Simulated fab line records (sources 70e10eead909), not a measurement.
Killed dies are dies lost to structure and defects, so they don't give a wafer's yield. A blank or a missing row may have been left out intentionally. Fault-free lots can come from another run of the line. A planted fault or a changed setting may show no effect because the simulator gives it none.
Shared-tool check :: flow nand-harc :: 18 wafers sampled across 6 lots

## WHY IT WAS OPENED
On 2 of the 6 lots, a flag is raised at NHARC_END_SORT_01 on the reading killed-at-other. No-fault wafers: 1.0, standard deviation 1.1.
Rule: a lot is flagged in two cases, either no wafer of it has a number, or all its wafers with numbers fall more than 4 standard deviations from that mean. All remaining lots are regarded as sound.

lot: L889
measured: day 28 16:53
on: prober-01
killed-at-other, wafer by wafer: 610 613 625
flag: FLAGGED

lot: L892
measured: day 29 02:22
on: prober-01
killed-at-other, wafer by wafer: 627 622 628
flag: FLAGGED

lot: L898
measured: day 30 15:19
on: prober-01
killed-at-other, wafer by wafer: 1 0 1
flag: 

lot: L899
measured: day 32 10:14
on: prober-01
killed-at-other, wafer by wafer: 3 3 0
flag: 

lot: L900
measured: day 32 18:23
on: prober-01
killed-at-other, wafer by wafer: 0 0 1
flag: 

lot: L903
measured: day 34 19:25
on: prober-02
killed-at-other, wafer by wafer: 0 1 1
flag: 
On average the flagged lots read 620.8, which is +619.8 against the usual, or +99 or more standard deviations.

## LOT BY LOT: THE TOOL USED
Before the reading, the record contains 3 process steps out of a 1302-step route. Every cell lists first the tool, next ch and the chambers used by the sampled wafers, and last the start.
lot: L889
flag: FLAGGED
NHARC_THIN_TSV_CMP_01: cmp-03 ch 0,1,2, day 28 01:05
NHARC_THIN_TSV_PVD_51: pvd-sputter-02, day 28 05:38 or earlier
NHARC_THIN_TSV_ECD_20: ecd-cu-02 ch 0,1, day 28 05:38

lot: L892
flag: FLAGGED
NHARC_THIN_TSV_CMP_01: cmp-04 ch 0,1, day 28 08:23
NHARC_THIN_TSV_PVD_51: pvd-sputter-02, day 28 12:58 or earlier
NHARC_THIN_TSV_ECD_20: ecd-cu-02 ch 0,1, day 28 12:58

lot: L898
flag: 
NHARC_THIN_TSV_CMP_01: cmp-01 ch 0,1,3, day 29 23:09
NHARC_THIN_TSV_PVD_51: pvd-sputter-02, day 30 03:45 or earlier
NHARC_THIN_TSV_ECD_20: ecd-cu-01 ch 0,1, day 30 03:45

lot: L899
flag: 
NHARC_THIN_TSV_CMP_01: cmp-04 ch 2,3, day 31 15:26
NHARC_THIN_TSV_PVD_51: pvd-sputter-03, day 31 20:23 or earlier
NHARC_THIN_TSV_ECD_20: ecd-cu-02 ch 0,1, day 31 20:23

lot: L900
flag: 
NHARC_THIN_TSV_CMP_01: cmp-03 ch 1,2,3, day 32 01:49
NHARC_THIN_TSV_PVD_51: pvd-sputter-01, day 32 06:35 or earlier
NHARC_THIN_TSV_ECD_20: ecd-cu-02 ch 0,1, day 32 06:35

lot: L903
flag: 
NHARC_THIN_TSV_CMP_01: cmp-01 ch 0,1,3, day 34 02:17
NHARC_THIN_TSV_PVD_51: pvd-sputter-02, day 34 06:48 or earlier
NHARC_THIN_TSV_ECD_20: ecd-cu-02 ch 0,1, day 34 06:48
These steps, and what they do:
- NHARC_THIN_TSV_CMP_01: polishes.
- NHARC_THIN_TSV_PVD_51: deposits Cu, target thk 100 nm.
- NHARC_THIN_TSV_ECD_20: material Cu, target thk 2000 nm.
- NHARC_END_SORT_01

## FLAGGED AGAINST TOTAL, ONE TOOL AT A TIME (gauges that did the reading follow at the end)
step: NHARC_THIN_TSV_CMP_01
tool: cmp-01
lots run: 2
flagged: 0
share of the flagged lots: none
sound lots run after its first flagged lot: -

step: NHARC_THIN_TSV_CMP_01
tool: cmp-03
lots run: 2
flagged: 1
share of the flagged lots: some
sound lots run after its first flagged lot: 1 (L900)

step: NHARC_THIN_TSV_CMP_01
tool: cmp-04
lots run: 2
flagged: 1
share of the flagged lots: some
sound lots run after its first flagged lot: 1 (L899)

step: NHARC_THIN_TSV_PVD_51
tool: pvd-sputter-01
lots run: 1
flagged: 0
share of the flagged lots: none
sound lots run after its first flagged lot: -

step: NHARC_THIN_TSV_PVD_51
tool: pvd-sputter-02
lots run: 4
flagged: 2
share of the flagged lots: all
sound lots run after its first flagged lot: 2 (L898,L903)

step: NHARC_THIN_TSV_PVD_51
tool: pvd-sputter-03
lots run: 1
flagged: 0
share of the flagged lots: none
sound lots run after its first flagged lot: -

step: NHARC_THIN_TSV_ECD_20
tool: ecd-cu-01
lots run: 1
flagged: 0
share of the flagged lots: none
sound lots run after its first flagged lot: -

step: NHARC_THIN_TSV_ECD_20
tool: ecd-cu-02
lots run: 5
flagged: 2
share of the flagged lots: all
sound lots run after its first flagged lot: 3 (L899,L900,L903)

step: NHARC_END_SORT_01
tool: prober-01
lots run: 5
flagged: 2
share of the flagged lots: all
sound lots run after its first flagged lot: 3 (L898,L899,L900)

step: NHARC_END_SORT_01
tool: prober-02
lots run: 1
flagged: 0
share of the flagged lots: none
sound lots run after its first flagged lot: -
NHARC_THIN_TSV_PVD_51 gives no start for some lots, so the hours and the order of its lots are those of NHARC_THIN_TSV_ECD_20.

## THE TABLE: WHAT IT ALLOWS
Rows of the table that ran every flagged lot, 3 in all: pvd-sputter-02 at NHARC_THIN_TSV_PVD_51, ecd-cu-02 at NHARC_THIN_TSV_ECD_20, prober-01 at NHARC_END_SORT_01.
- pvd-sputter-02 at NHARC_THIN_TSV_PVD_51: 2 of its 4 lots flagged. Sound lots followed the first flagged one (L898, L903) on it, something a lasting fault affecting the whole tool could not allow.
- ecd-cu-02 at NHARC_THIN_TSV_ECD_20: 2 of its 5 lots flagged. Sound lots followed the first flagged one (L899, L900, L903) on it, something a lasting fault affecting the whole tool could not allow.
- prober-01 at NHARC_END_SORT_01: 2 of its 5 lots flagged. Sound lots followed the first flagged one (L898, L899, L900) on it, something a lasting fault affecting the whole tool could not allow.
No row of the table ran every flagged lot and no sound lot after the first.

## WHAT WAS PUT IN BY THE SIMULATOR
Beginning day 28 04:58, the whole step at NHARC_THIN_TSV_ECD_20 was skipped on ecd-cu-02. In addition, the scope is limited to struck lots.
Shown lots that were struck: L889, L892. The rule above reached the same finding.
